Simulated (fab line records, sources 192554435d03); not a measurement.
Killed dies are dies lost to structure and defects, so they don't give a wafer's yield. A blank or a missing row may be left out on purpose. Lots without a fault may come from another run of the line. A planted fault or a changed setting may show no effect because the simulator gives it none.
fab line records | flow n5_finfet | part 2 of 2: steps 5 to 6 of 6
record lots=22 wafers=66 last_day=17
route steps=1938 shown BEOL_M7@1278 BEOL_M8@1377 BEOL_M9@1414
lots that met no fault: from a run of the same line without faults
start_h: hours from the record's first day to the start of the lot's first wafer shown | wait_h: hours since the lot's step before | " the same as in the row above | L1.1+2: a row that stands for several wafers | - no value, or no start given | * or withheld: withheld | < > ~ a bound
route shown NAME@n: a module of which the file shows steps, and the number in the route of the first | usual: mean/standard deviation of fault-free wafers | same: alike in all rows | chamber/n: place in a boat | sites: the reading at each site | _std_site: their standard deviation | _edge_site: outer sites' mean less inner sites' | radius_mm: how far each site lies from the wafer's centre | mask NAME#n: copy n | behind: the tool/chamber that last shaped the wafer | hold: why the lot was held/for how many hours/how that ended | device: the transistor (n, p or np) that didn't switch | end of line: the same wafers' tests at the end of the route | a step without rows: its recipe alone | killed: dies lost to structure and defects at the first sort, not the wafer's yield | map: a wafer's dies, x killed, . not, _ none there
set.NAME: the setting as run; set.NAME@STEP: as run at that earlier step | model.NAME: the simulator's own value behind a step, which no gauge read
steps of the route over a sample of lots; a table a step, a row a wafer
services: from which hour (start_h, from the record's first day; less than 0 if before it) a tool's chamber was out of use, for how many hours, and why
## steps
# step N5_BEOL_M9_CD_MEAS_11
# recipe target_cd_nm=64.1 landing_energy_ev=500 detector=se_inlens polarity=opening
# usual cd_nm=64.1/0.6
# columns lot.wafer tool chamber start_h wait_h cd_nm
L074.4 cd_sem-02 0 192.38 - 64.0
L074.5 " 0 " " 63.6
L074.6 " 0 " " 64.0
L075.2 cd_sem-02 0 212.42 - 63.7
L075.3 " 0 " " 64.1
L075.4 " 0 " " 64.8
L077.2 cd_sem-01 0 216.71 - 63.7
L077.4 " 0 " " 64.4
L077.5 " 0 " " 63.5
L076.1 cd_sem-02 0 218.40 - 64.7
L076.3 " 0 " " 63.8
L076.4 " 0 " " 63.8
L078.1 cd_sem-03 0 228.25 - 64.1
L078.2 " 0 " " 64.3
L078.4 " 0 " " 63.4
L079.2 cd_sem-03 0 239.03 - 64.1
L079.3 " 0 " " 64.0
L079.5 " 0 " " 65.0
L081.2 cd_sem-02 0 242.13 - 64.6
L081.3 " 0 " " 63.8
L081.5 " 0 " " 63.9
L082.1 cd_sem-01 0 255.09 - 64.0
L082.4 " 0 " " 63.2
L082.6 " 0 " " 64.1
L083.1 cd_sem-03 0 259.15 - 64.3
L083.2 " 0 " " 64.2
L083.5 " 0 " " 64.3
L084.1 cd_sem-01 0 260.19 - 64.6
L084.2 " 0 " " 65.2
L084.4 " 0 " " 64.5
L085.2 cd_sem-03 0 265.00 - 64.0
L085.5 " 0 " " 64.4
L085.6 " 0 " " 64.3
L086.1 cd_sem-01 0 292.02 - 64.3
L086.3 " 0 " " 64.8
L086.4 " 0 " " 64.8
L087.3 cd_sem-02 0 292.32 - 63.9
L087.4 " 0 " " 64.6
L087.6 " 0 " " 65.3
L088.3 cd_sem-02 0 297.64 - 63.8
L088.5 " 0 " " 64.0
L088.6 " 0 " " 63.8
L089.4 cd_sem-03 0 298.04 - 64.1
L089.5 " 0 " " 63.1
L089.6 " 0 " " 63.5
L090.3 cd_sem-02 0 305.17 - 62.7
L090.5 " 0 " " 63.8
L090.6 " 0 " " 64.2
L092.1 cd_sem-03 0 313.71 - 64.0
L092.3 " 0 " " 64.4
L092.6 " 0 " " 64.2
L094.1 cd_sem-01 0 314.23 - 64.7
L094.2 " 0 " " 63.7
L094.6 " 0 " " 63.8
L093.2 cd_sem-01 0 320.99 - 63.9
L093.4 " 0 " " 63.9
L093.6 " 0 " " 63.9
L091.1 cd_sem-01 0 324.48 - 64.9
L091.4 " 0 " " 64.8
L091.5 " 0 " " 64.7
L096.1 cd_sem-02 0 348.70 - 63.9
L096.2 " 0 " " 64.2
L096.6 " 0 " " 64.0
L097.1 cd_sem-02 0 358.50 - 63.4
L097.3 " 0 " " 63.1
L097.5 " 0 " " 62.3
# step N5_BEOL_M9_ETCH_61
# recipe chemistry=CF4 target=SiARC target_depth_a=390 mask_material=CAR-ArF time_s=65 ion_energy_ev=80 pressure_mtorr=40 source_w=545 bias_w=36 Ar_flow_sccm=100 cf4_flow_sccm=100 ends=cleared
# usual drypump_motor_current_A=5.6/0.54 etch_rf_on_time_s=64.2/1.7 oes_product_au=0.70/0.092 rf_vpp_V=184.1/1.2 showerhead_plenum_p_Torr=2.13/0.076 throttle_valve_pct=15.50/0.28
# columns lot.wafer tool chamber start_h wait_h drypump_motor_current_A etch_rf_on_time_s oes_product_au rf_hours_counter_h rf_vpp_V showerhead_plenum_p_Torr throttle_valve_pct
L074.4 rie_diel-03 1 192.55 0.0 4.9 64.5 0.74 49 185.4 2.25 15.72
L074.5 " 0 " " 5.7 64.5 0.58 - 184.6 2.11 15.86
L074.6 " 3 " " 5.5 62.1 0.85 - 184.0 2.11 15.46
L075.2 rie_diel-03 1 212.54 0.0 4.9 64.6 0.72 57 185.1 2.25 15.74
L075.3 " 2 " " 6.6 66.1 0.64 167 184.6 2.20 15.51
L075.4 " 3 " " 5.4 62.4 0.81 - 184.6 2.11 15.48
L077.2 rie_diel-03 2 217.05 0.0 6.6 65.8 0.64 169 184.9 2.20 15.52
L077.4 " 2 " " 6.6 65.8 0.64 - 187.0 2.20 15.52
L077.5 " 3 " " 5.4 62.4 0.81 - 183.0 2.11 15.49
L076.1 rie_diel-05 2 218.52 0.0 5.7 65.7 0.56 251 184.2 2.20 15.51
L076.3 " 0 " " 5.5 64.6 0.73 58 183.3 2.17 15.09
L076.4 " 0 " " 5.5 64.4 0.74 - 183.1 2.17 15.09
L078.1 rie_diel-03 1 228.37 0.0 4.9 63.7 0.73 63 185.6 2.25 15.77
L078.2 " 2 " " 6.6 65.2 0.64 173 184.1 2.20 15.54
L078.4 " 0 " " 5.6 62.2 0.84 2 183.2 2.11 15.38
L079.2 rie_diel-03 2 239.16 0.0 6.6 64.3 0.64 176 184.6 2.20 15.52
L079.3 " 3 " " 5.4 61.2 0.80 19 183.6 2.10 15.50
L079.5 " 1 " " 4.9 63.4 0.72 - 185.6 2.25 15.76
L081.2 rie_diel-04 3 242.44 0.0 6.0 64.4 0.65 146 182.8 2.06 15.68
L081.3 " 1 " " 5.0 65.6 0.60 185 183.3 2.05 15.64
L081.5 " 2 " " 6.3 62.7 0.59 - 183.0 2.11 15.96
L082.1 rie_diel-04 2 255.68 0.0 6.3 63.3 0.60 241 184.2 2.11 15.97
L082.4 " 3 " " 6.0 64.6 0.64 150 183.0 2.06 15.69
L082.6 " 2 " " 6.3 62.9 0.60 - 184.4 2.11 15.96
L083.1 rie_diel-04 3 259.28 0.0 6.1 64.0 0.64 151 183.6 2.06 15.69
L083.2 " 1 " " 5.0 66.3 0.59 190 183.3 2.05 15.66
L083.5 " 2 " " 6.3 62.7 0.60 - 183.5 2.11 15.96
L084.1 rie_diel-05 3 260.51 0.0 5.0 63.5 0.80 20 183.6 2.09 14.93
L084.2 " 0 " " 5.5 65.5 0.72 74 185.0 2.16 15.13
L084.4 " 0 " " 5.5 65.0 0.72 - 184.6 2.16 15.12
L085.2 rie_diel-03 2 265.29 0.0 6.6 64.7 0.64 181 184.6 2.20 15.55
L085.5 " 0 " " 5.6 61.0 0.81 - 184.7 2.10 15.40
L085.6 " 1 " " 4.9 64.6 0.71 - 186.0 2.24 15.80
L086.1 rie_diel-04 1 292.14 0.0 5.0 66.1 0.59 199 182.1 2.04 15.67
L086.3 " 0 " " 5.1 64.0 0.59 242 182.2 2.02 15.61
L086.4 " 3 " " 6.0 64.7 0.64 - 182.5 2.06 15.71
L087.3 rie_diel-05 1 292.50 0.0 5.8 66.4 0.80 15 185.5 2.27 15.12
L087.4 " 2 " " 5.7 62.7 0.83 7 183.4 2.19 15.05
L087.6 " 2 " " 5.7 63.2 0.83 - 185.3 2.19 15.04
L088.3 rie_diel-05 1 297.76 0.0 5.8 68.0 0.78 16 185.5 2.27 15.10
L088.5 " 2 " " 5.7 64.1 0.83 - 183.5 2.19 15.05
L088.6 " 3 " " 5.0 62.8 0.78 - 183.8 2.09 14.95
L089.4 rie_diel-04 0 298.19 0.0 5.1 64.0 0.59 - 183.7 2.02 15.61
L089.5 " 1 " " 5.0 66.7 0.59 - 183.1 2.04 15.69
L089.6 " 3 " " 6.1 64.9 0.64 - 184.2 2.05 15.71
L090.3 rie_diel-03 3 305.32 0.0 5.4 61.7 0.77 36 183.0 2.10 15.52
L090.5 " 0 " " 5.7 62.2 0.79 - 183.6 2.10 15.42
L090.6 " 3 " " 5.4 62.0 0.76 - 183.3 2.10 15.53
L092.1 rie_diel-03 1 313.83 0.0 4.9 63.8 0.70 84 185.4 2.24 15.81
L092.3 " 3 " " 5.4 62.3 0.77 39 183.5 2.10 15.56
L092.6 " 2 " " 6.6 65.3 0.63 - 186.4 2.19 15.56
L094.1 rie_diel-04 2 314.36 0.0 6.3 62.3 0.87 2 184.1 2.10 15.50
L094.2 " 3 " " 6.1 65.5 0.63 172 182.8 2.05 15.75
L094.6 " 2 " " 6.3 61.9 0.87 - 183.9 2.10 15.51
L093.2 rie_diel-03 2 321.11 0.0 6.6 65.1 0.62 195 185.1 2.19 15.57
L093.4 " 1 " " 4.9 64.3 0.70 85 184.8 2.24 15.81
L093.6 " 3 " " 5.5 61.7 0.76 - 183.4 2.10 15.53
L091.1 rie_diel-04 3 324.86 0.0 6.1 65.0 0.62 176 182.1 2.05 15.74
L091.4 " 2 " " 6.2 61.8 0.85 - 184.9 2.10 15.52
L091.5 " 1 " " 5.0 66.5 0.58 - 182.9 2.04 15.71
L096.1 rie_diel-05 3 348.86 0.0 5.0 62.4 0.76 45 182.1 2.08 14.98
L096.2 " 1 " " 5.8 67.1 0.76 31 186.6 2.26 15.15
L096.6 " 0 " " 5.5 65.0 0.70 - 185.7 2.15 15.18
L097.1 rie_diel-05 2 358.63 0.0 5.7 64.5 0.79 25 185.3 2.19 15.09
L097.3 " 3 " " 5.0 63.8 0.76 48 183.5 2.08 14.98
L097.5 " 1 " " 5.8 66.8 0.75 - 186.8 2.26 15.16
## services
# columns tool chamber start_h hours kind
rie_diel-05 3 180.01 - clean
rie_diel-05 3 180.01 - consumable_replace:focus_ring
rie_diel-05 3 180.01 23.3 scheduled_down
rie_diel-05 3 180.01 23.3 vent_cycle
rie_diel-04 1 183.48 4.8 repair
rie_diel-05 1 212.43 - clean
rie_diel-05 1 212.43 - consumable_replace:focus_ring
rie_diel-05 1 212.43 - consumable_replace:showerhead
rie_diel-05 1 212.43 30.8 scheduled_down
rie_diel-05 1 212.43 30.8 vent_cycle
rie_diel-06 3 219.51 1.4 repair
rie_diel-05 2 243.42 - clean
rie_diel-02 1 259.35 18.6 repair
rie_diel-04 2 287.02 - clean
rie_diel-04 2 287.02 - consumable_replace:focus_ring
rie_diel-04 0 309.21 - clean
rie_diel-04 0 309.21 - consumable_replace:esc
rie_diel-04 0 309.21 - consumable_replace:focus_ring
rie_diel-04 0 309.21 - consumable_replace:showerhead
rie_diel-04 0 309.21 25.9 scheduled_down
rie_diel-04 0 309.21 25.9 vent_cycle
rie_diel-02 3 329.31 13.5 repair
rie_diel-03 1 342.20 1.8 repair
rie_diel-06 - 358.14 0.3 repair
